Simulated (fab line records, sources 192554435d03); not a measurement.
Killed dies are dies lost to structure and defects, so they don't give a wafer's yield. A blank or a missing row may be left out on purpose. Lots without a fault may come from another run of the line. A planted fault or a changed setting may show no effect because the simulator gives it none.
Problem report in the 8D (eight disciplines) form, filled by code | flow n5_finfet | the parts of the form that need people (team, actions taken, sign-off) are left out

1. THE PROBLEM
killed_at_front_end at N5_PASSIVATION_PROBE_49 reads a mean of 134 on 6 wafers of 2 lots; wafers without a fault read 41 with a standard deviation of 12. That is +7.8 standard deviations from the usual mean.
First seen on wafer L363.3, day 16 00:34, on prober-01. The record holds 8 wafers of 3 lots with a number at this step. Rule for "out", or "out of limits": more than 4 standard deviations from the usual mean. The other wafers with a number count as sound.

2. WHAT IT IS AND WHAT IT IS NOT
question                    | is                                                                             | is not
which readings at this step | killed_at_front_end, defect_limited_yield, sort_bin_5_function, sort_yield_pct | killed_at_M0_to_M3, killed_at_M4_up, killed_at_contacts, killed_open, killed_short, sort_bin_4_leakage
which lots                  | L363, L367                                                                     | L364
which wafers of those lots  | all that have a number                                                         | -
read on which tools         | prober-01                                                                      | prober-02
when                        | from day 16 00:34                                                              | up to then (0 sound wafers); but 2 sound wafers of L364 came after

3. SUSPECTS, AND WHAT RULES EACH OUT
Counting: a tool at a process step up to the reading stays a suspect if it ran every lot that is out and no sound lot after the first of them.
- rie_metal-02 at N5_GATE_CUT_VAPOR_ETCH_60 (etches HfO2 in BCl3/Cl2): kept. It ran every lot that is out, first L363 (day 7 04:23), and no sound lot after that.
- pecvd-01 at N5_MIM_TOP_ETCH_PECVD_03 (deposits SiNx from SiH4/NH3/N2, target thk 20 nm, time 17.6 s): kept. It ran every lot that is out, first L363 (day 15 13:32), and no sound lot after that.
- prober-01 at N5_PASSIVATION_PROBE_49: kept. It ran every lot that is out, first L363 (day 16 00:34), and no sound lot after that. Its own readings are out on those wafers: defect_limited_yield, killed_at_front_end, sort_bin_5_function, sort_yield_pct.
Left after counting: rie_metal-02 at N5_GATE_CUT_VAPOR_ETCH_60, pecvd-01 at N5_MIM_TOP_ETCH_PECVD_03, prober-01 at N5_PASSIVATION_PROBE_49.

4. THE CAUSE (what the simulator had put in)
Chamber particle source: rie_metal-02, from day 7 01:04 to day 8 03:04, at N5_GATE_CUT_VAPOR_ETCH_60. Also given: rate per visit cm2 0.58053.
Counting left 3 suspects, and this tool is among them.

5. THE CHAIN OF EFFECTS, in route order
Each row: a reading whose mean over the struck wafers that have a number lies more than 3 standard deviations from the usual. Only readings for which the record gives a usual standard deviation are gone through. hours: the time from each lot's start at the first step in this table that gives one to its start at this step, as a median over the lots. sigmas: the change in usual standard deviations.
hours | step                    | reading              | usual  | on struck wafers | change | sigmas
0     | N5_PASSIVATION_PROBE_49 | defect_limited_yield | 91.2 % | 83.5             | -7.7   | -5.9
0     | N5_PASSIVATION_PROBE_49 | killed_at_front_end  | 41     | 134              | +93    | +7.8
0     | N5_PASSIVATION_PROBE_49 | killed_dies          | 104    | 194              | +90    | +5.7
0     | N5_PASSIVATION_PROBE_49 | sort_bin_5_function  | 5.1 %  | 10.4             | +5.3   | +6.2
0     | N5_PASSIVATION_PROBE_49 | sort_n_pass          | 1076   | 986              | -90    | -5.7
0     | N5_PASSIVATION_PROBE_49 | sort_yield_pct       | 91.2 % | 83.5             | -7.7   | -5.9
The process steps in it:
- N5_PASSIVATION_PROBE_49

6. WHAT WOULD HAVE CAUGHT IT SOONER
In this record the first reading out of limits was taken at day 16 00:34, 216 hours after the fault began at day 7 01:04.
Of the tool readings at N5_GATE_CUT_VAPOR_ETCH_60 for which the record gives a usual standard deviation, none was out on any struck wafer, so an alarm limit of 4 standard deviations on them would not have fired.
All the lots that are out (2) had begun N5_GATE_CUT_VAPOR_ETCH_60 on rie_metal-02 by day 16 00:34. A hold on the tool at that time would have spared none of them.
